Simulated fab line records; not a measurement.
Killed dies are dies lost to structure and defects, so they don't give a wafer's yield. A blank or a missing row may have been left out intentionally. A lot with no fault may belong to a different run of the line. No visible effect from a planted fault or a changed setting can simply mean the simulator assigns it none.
fab line records	flow n5-finfet
[record] lots = 10	wafers = 30	last-day = 17
route steps=1938 shown DUMMY_GATE@243 SPACER0@261 SD_EPI_N@262 BEOL_M4@1111
lots with no fault: from the same line, run without faults
start-h: hours from the record's first day to the start of the lot's first wafer shown	wait-h: hours since the lot's step before	" same as the row above	L1.1+2: a single row standing in for several wafers	- no value present, or no start provided	* or withheld: withheld	< > ~ a bound
route shown NAME@n: names a module that has steps shown in the file, with the first one's number in the route	usual: average and standard deviation across the fault-free wafers	same: alike in all rows	chamber/n: place in a boat	sites: the reading at each site	_std_site: how widely they spread, as a standard deviation	_edge_site: mean of outer sites minus mean of inner sites	radius-mm: how far each site lies from the wafer's centre	mask NAME#n: copy n	behind: the most recent tool/chamber to have shaped the wafer	hold: what put the lot on hold/how long, in hours/how the hold closed	device: whichever transistor did not switch (one of n, p or np)	end of line: the same wafers' tests at the end of the route	where a step has no rows: the recipe by itself	killed: not the wafer's yield, but the dies lost to structure and defects at the first sort	map: dies across one wafer; x = killed, . = not, _ = none there
set.NAME: the run value of the setting; set.NAME@STEP: its run value at that earlier step	model.NAME: the simulator's own value behind a step, which no gauge read
steps of the route over a sample of lots; a table a step, a row a wafer
services: the hour from which a tool's chamber was out of use, counted from the record's first day as start-h (under 0 if before that day), plus the number of hours and why
[[steps]]
[step N5_DUMMY_GATE_ETCH_31]
[recipe] chemistry = C4F6/O2	target = SiO2	mask-material = SOC	target-depth-a = 825	time-s = 27.5	ion-energy-ev = 250	pressure-mtorr = 30	source-w = 345	bias-w = 185	Ar_flow_sccm = 300	C4F6_flow_sccm = 10	O2_flow_sccm = 10
[usual] drypump-motor-current-A = 5.6/0.49	oes-product-au = 0.78/0.095	rf-vpp-V = 659/11	showerhead-plenum-p-Torr = 2.89/0.091	throttle-valve-pct = 21.14/0.14
lot.wafer	tool	chamber	start-h	wait-h	drypump-motor-current-A	oes-product-au	rf-hours-counter-h	rf-vpp-V	showerhead-plenum-p-Torr	throttle-valve-pct
L731.1	rie-diel-02	0	58.94	0.2	6.5	0.70	209	641	2.93	20.97
L731.4	"	1	"	"	5.6	0.78	-	658	2.98	21.32
L731.6	"	0	"	"	6.5	0.70	-	641	2.93	20.98
L733.1	rie-diel-02	2	72.99	0.0	5.1	0.72	173	680	2.85	21.01
L733.2	"	0	"	"	6.5	0.70	216	639	2.93	20.97
L733.5	"	2	"	"	5.1	0.73	-	680	2.85	21.05
L734.2	rie-diel-02	0	78.39	0.0	6.5	0.70	217	642	2.93	20.97
L734.4	"	2	"	"	5.1	0.73	174	679	2.85	21.05
L734.6	"	1	"	"	5.6	0.78	-	659	2.98	21.33
L737.1	rie-diel-02	0	94.98	0.0	6.5	0.70	222	640	2.93	20.99
L737.2	"	1	"	"	5.6	0.78	129	658	2.98	21.34
L737.5	"	3	"	"	5.0	0.93	-	655	2.80	21.18
L738.2	rie-diel-04	3	101.09	0.0	5.9	0.72	186	664	2.69	21.34
L738.3	"	0	"	"	5.4	0.67	254	666	2.80	21.27
L738.4	"	3	"	"	5.9	0.71	-	662	2.69	21.33
L740.1	rie-diel-02	2	115.39	0.2	5.1	0.72	184	681	2.85	21.04
L740.2	"	1	"	"	5.6	0.76	136	657	2.98	21.33
L740.3	"	3	"	"	5.0	0.90	21	656	2.79	21.18
L745.1	rie-diel-02	3	142.94	0.0	4.9	0.89	29	656	2.79	21.18
L745.3	"	1	"	"	5.6	0.76	145	658	2.97	21.34
L745.4	"	2	"	"	5.1	0.72	192	681	2.84	21.06
L748.2	rie-diel-01	2	160.45	0.0	5.4	0.72	172	653	2.84	21.34
L748.5	"	0	"	"	5.3	0.85	-	667	2.99	21.10
L748.6	"	3	"	"	5.7	0.71	-	646	2.94	21.11
L749.3	rie-diel-04	0	169.59	0.0	5.4	0.95	12	665	2.79	20.93
L749.4	"	1	"	"	5.1	0.68	247	663	2.91	21.14
L749.5	"	1	"	"	5.1	0.69	-	665	2.91	21.11
L751.1	rie-diel-04	2	180.52	0.3	4.7	0.91	23	665	3.04	21.08
L751.2	"	0	"	"	5.4	0.93	15	665	2.79	20.94
L751.5	"	2	"	"	4.7	0.91	-	664	3.04	21.08
[step N5_DUMMY_GATE_INSPECT_27]
[recipe] inspect-instrument = brightfield	mode = aei
[usual] raw-defect-count = 289/71
lot.wafer	tool	chamber	start-h	wait-h	raw-defect-count
L731.1	defect-inspect-02	-	59.78	0.0	332
L731.4	"	-	"	"	238
L731.6	"	-	"	"	316
L733.1	defect-inspect-01	-	73.78	0.0	324
L733.2	"	-	"	"	409
L733.5	"	-	"	"	263
L734.2	defect-inspect-02	-	79.12	0.0	239
L734.4	"	-	"	"	281
L734.6	"	-	"	"	213
L737.1	defect-inspect-02	-	95.71	0.0	307
L737.2	"	-	"	"	249
L737.5	"	-	"	"	171
L738.2	defect-inspect-02	-	102.07	0.0	272
L738.3	"	-	"	"	218
L738.4	"	-	"	"	260
L740.1	defect-inspect-01	-	116.21	0.0	198
L740.2	"	-	"	"	340
L740.3	"	-	"	"	287
L745.1	defect-inspect-02	-	143.68	0.0	185
L745.3	"	-	"	"	460
L745.4	"	-	"	"	253
L748.2	defect-inspect-01	-	161.44	0.0	350
L748.5	"	-	"	"	325
L748.6	"	-	"	"	244
L749.3	defect-inspect-02	-	170.32	0.0	226
L749.4	"	-	"	"	277
L749.5	"	-	"	"	237
L751.1	defect-inspect-02	-	181.25	0.0	251
L751.2	"	-	"	"	288
L751.5	"	-	"	"	292
[step N5_SPACER0_INSPECT_04]
[recipe] inspect-instrument = darkfield	mode = post-dep
[usual] raw-defect-count = 140/34
lot.wafer	tool	chamber	start-h	wait-h	raw-defect-count
L731.1	defect-inspect-02	-	60.38	0.1	148
L731.4	"	-	"	"	104
L731.6	"	-	"	"	133
L733.1	defect-inspect-01	-	74.38	0.1	165
L733.2	"	-	"	"	181
L733.5	"	-	"	"	138
L734.2	defect-inspect-01	-	80.71	0.1	127
L734.4	"	-	"	"	135
L734.6	"	-	"	"	103
L737.1	defect-inspect-01	-	96.31	0.1	183
L737.2	"	-	"	"	129
L737.5	"	-	"	"	99
L738.2	defect-inspect-02	-	102.68	0.1	129
L738.3	"	-	"	"	234
L738.4	"	-	"	"	124
L740.1	defect-inspect-01	-	116.81	0.1	99
L740.2	"	-	"	"	126
L740.3	"	-	"	"	136
L745.1	defect-inspect-02	-	144.30	0.1	66
L745.3	"	-	"	"	174
L745.4	"	-	"	"	106
L748.2	defect-inspect-02	-	162.04	0.1	146
L748.5	"	-	"	"	115
L748.6	"	-	"	"	127
L749.3	defect-inspect-01	-	170.98	0.1	130
L749.4	"	-	"	"	131
L749.5	"	-	"	"	136
L751.1	defect-inspect-01	-	182.74	0.1	174
L751.2	"	-	"	"	208
L751.5	"	-	"	"	195
[step N5_SD_EPI_N_COAT_32]
[recipe] resist = SOC	temp-c = 250	time-s = 60	spin-rpm = 1500	resist-thk-nm = 350
[usual] heater-power-total-W = 500.5/1.8	spin-speed-rpm = 1499.9/0.97
lot.wafer	tool	chamber	start-h	wait-h	heater-power-total-W	spin-speed-rpm
L731.1	litho-track-03	0	60.42	0.0	500.9	1499.8
L731.4	"	0	"	"	500.4	1499.6
L731.6	"	0	"	"	499.4	1499.4
L733.1	litho-track-01	0	74.42	0.0	502.4	1500.2
L733.2	"	0	"	"	500.7	1500.4
L733.5	"	0	"	"	498.1	1500.4
L734.2	litho-track-03	0	80.74	0.0	503.0	1501.1
L734.4	"	0	"	"	501.6	1499.2
L734.6	"	0	"	"	502.7	1497.9
L737.1	litho-track-03	0	96.34	0.0	500.2	1356.2
L737.2	"	0	"	"	498.3	1355.9
L737.5	"	0	"	"	499.6	1356.3
L738.2	litho-track-01	0	102.71	0.0	499.2	1499.1
L738.3	"	0	"	"	497.6	1499.3
L738.4	"	0	"	"	501.2	1500.5
L740.1	litho-track-03	0	116.84	0.0	498.5	1355.2
L740.2	"	0	"	"	503.1	1355.9
L740.3	"	0	"	"	498.0	1357.4
L745.1	litho-track-05	0	144.34	0.0	497.4	1497.7
L745.3	"	0	"	"	501.6	1499.5
L745.4	"	0	"	"	501.0	1498.8
L748.2	litho-track-01	0	162.07	0.0	498.6	1499.5
L748.5	"	0	"	"	499.8	1499.9
L748.6	"	0	"	"	503.2	1500.2
L749.3	litho-track-05	0	171.01	0.0	503.1	1500.0
L749.4	"	0	"	"	499.7	1498.2
L749.5	"	0	"	"	499.7	1500.4
L751.1	litho-track-01	0	182.77	0.0	499.4	1500.7
L751.2	"	0	"	"	500.0	1501.4
L751.5	"	0	"	"	502.2	1499.7
[step N5_BEOL_M4_RC_MEAS_101]
[usual] DIBL_N = 35.8/1.8	DIBL_P = 35.6/2	IOFF_N = 0.148/0.028	IOFF_P = 0.20/0.034	ION_N = 672/12	ION_P = 462/8.5	SS_N = 71.2/0.65	SS_P = 73.1/0.67	VT_N = 251/3.3	VT_P = -251/3.8
lot.wafer	tool	chamber	start-h	wait-h	DIBL_N[mV/V]	DIBL_P[mV/V]	IOFF_N[nA/um]	IOFF_P[nA/um]	ION_N[uA/um]	ION_P[uA/um]	SS_N[mV/dec]	SS_P[mV/dec]	VT_N[mV]	VT_P[mV]
L731.1	prober-01	0	168.26	0.0	35.3	35.9	0.161	0.22	685	471	71.8	73.3	252	-248
L731.4	"	0	"	"	34.6	34.8	0.154	0.20	675	462	71.3	73.1	250	-248
L731.6	"	0	"	"	35.5	35.3	0.159	0.22	682	471	72.4	72.5	252	-248
L734.2	prober-01	0	196.57	0.2	37.6	36.9	0.169	0.20	693	465	71.9	73.8	245	-252
L734.4	"	0	"	"	37.9	37.5	0.162	0.22	684	461	71.7	74.0	247	-249
L734.6	"	0	"	"	36.8	35.5	0.147	0.18	675	462	71.4	72.9	251	-254
L733.1	prober-01	0	199.23	0.0	36.3	37.7	0.161	0.19	686	464	71.5	72.9	250	-256
L733.2	"	0	"	"	35.4	38.2	0.152	0.20	674	463	71.5	72.6	252	-254
L733.5	"	0	"	"	36.7	37.9	0.165	0.19	671	461	71.0	73.1	250	-256
L737.1	prober-01	0	204.22	0.0	33.9	31.6	0.107	0.17	652	459	70.5	72.6	255	-251
L737.2	"	0	"	"	36.2	35.5	0.157	0.23	682	474	71.4	73.2	250	-246
L737.5	"	0	"	"	36.4	35.4	0.153	0.22	667	462	71.6	73.1	250	-247
L738.2	prober-02	0	218.26	0.2	34.6	34.3	0.121	0.19	663	457	70.1	73.5	253	-249
L738.3	"	0	"	"	35.9	35.7	0.136	0.21	674	467	71.3	72.8	252	-247
L738.4	"	0	"	"	35.2	34.7	0.137	0.19	677	468	70.8	72.4	250	-249
L740.1	prober-01	0	231.54	0.0	35.1	34.7	0.135	0.18	666	458	71.8	71.9	252	-251
L740.2	"	0	"	"	35.3	35.3	0.146	0.18	673	456	71.5	72.5	249	-251
L740.3	"	0	"	"	34.7	34.5	0.150	0.18	697	468	70.6	72.7	248	-251
L745.1	prober-01	0	262.51	0.0	37.7	38.3	0.189	0.22	685	463	71.8	74.0	249	-252
L745.3	"	0	"	"	34.0	33.9	0.121	0.17	668	460	71.3	72.1	255	-254
L745.4	"	0	"	"	33.2	32.5	0.106	0.14	656	452	70.4	72.6	255	-257
L748.2	prober-02	0	273.91	0.2	36.9	35.4	0.152	0.17	679	453	70.9	73.3	251	-255
L748.5	"	0	"	"	36.9	36.1	0.153	0.18	675	451	71.9	72.9	252	-254
L748.6	"	0	"	"	35.5	35.7	0.140	0.18	682	465	71.0	73.2	251	-252
L749.3	prober-02	0	283.24	0.3	36.4	33.2	0.145	0.16	671	454	71.8	73.0	253	-257
L749.4	"	0	"	"	39.3	36.0	0.208	0.19	659	443	72.7	73.9	249	-253
L749.5	"	0	"	"	37.4	35.8	0.170	0.20	685	459	71.3	73.8	249	-250
L751.1	prober-02	0	306.87	0.0	35.8	35.0	0.147	0.19	677	463	71.3	72.4	250	-248
L751.2	"	0	"	"	38.4	37.4	0.197	0.24	691	478	71.6	72.5	246	-247
L751.5	"	0	"	"	35.3	33.1	0.138	0.18	682	464	71.0	71.9	254	-250
[[services]]
tool	chamber	start-h	hours	kind
rie-diel-02	3	35.77	-	clean
rie-diel-02	3	35.77	-	consumable-replace:focus-ring
rie-diel-02	3	35.77	19.6	scheduled-down
rie-diel-02	3	35.77	19.6	vent-cycle
rie-diel-01	0	42.37	4.5	repair
rie-diel-04	-	44.68	15.6	pm
rie-diel-01	0	51.11	3.1	repair
rie-diel-02	2	57.22	10.9	repair
litho-track-03	-	62.79	-	consumable-replace:filter
rie-diel-02	-	84.23	0.9	repair
rie-diel-04	2	86.26	-	clean
rie-diel-04	2	86.26	-	consumable-replace:focus-ring
rie-diel-04	2	86.26	-	consumable-replace:showerhead
rie-diel-04	2	86.26	30.1	scheduled-down
rie-diel-04	2	86.26	30.1	vent-cycle
rie-diel-02	2	87.37	1.3	repair
rie-diel-02	1	89.59	5.3	repair
rie-diel-01	1	91.99	3.6	repair
rie-diel-02	2	94.72	4.8	repair
rie-diel-04	0	116.36	-	clean
rie-diel-04	0	116.36	-	consumable-replace:focus-ring
rie-diel-04	0	116.36	15.9	scheduled-down
rie-diel-04	0	116.36	15.9	vent-cycle
rie-diel-04	1	178.16	-	clean
[[key]]
[first-sign] step = N5_SD_EPI_N_COAT_32	reading = spin-speed-rpm	direction = down	sigmas = 99+	usual = *	struck = *
effect none on later readings
met-at N5_SD_EPI_N_COAT_32
struck-lots L737,L740
not-acting-at N5_DUMMY_GATE_ETCH_31,N5_DUMMY_GATE_INSPECT_27,N5_SPACER0_INSPECT_04
onset-between 80.74 96.34
[fault] kind = process-parameter-drift	tool = litho-track-03	chamber = -	onset-h = 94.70	steps = N5_SD_EPI_N_COAT_32	channel = spin-rpm	offset = *	shape = step	end-h = 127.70	acts-in = *	stated = *
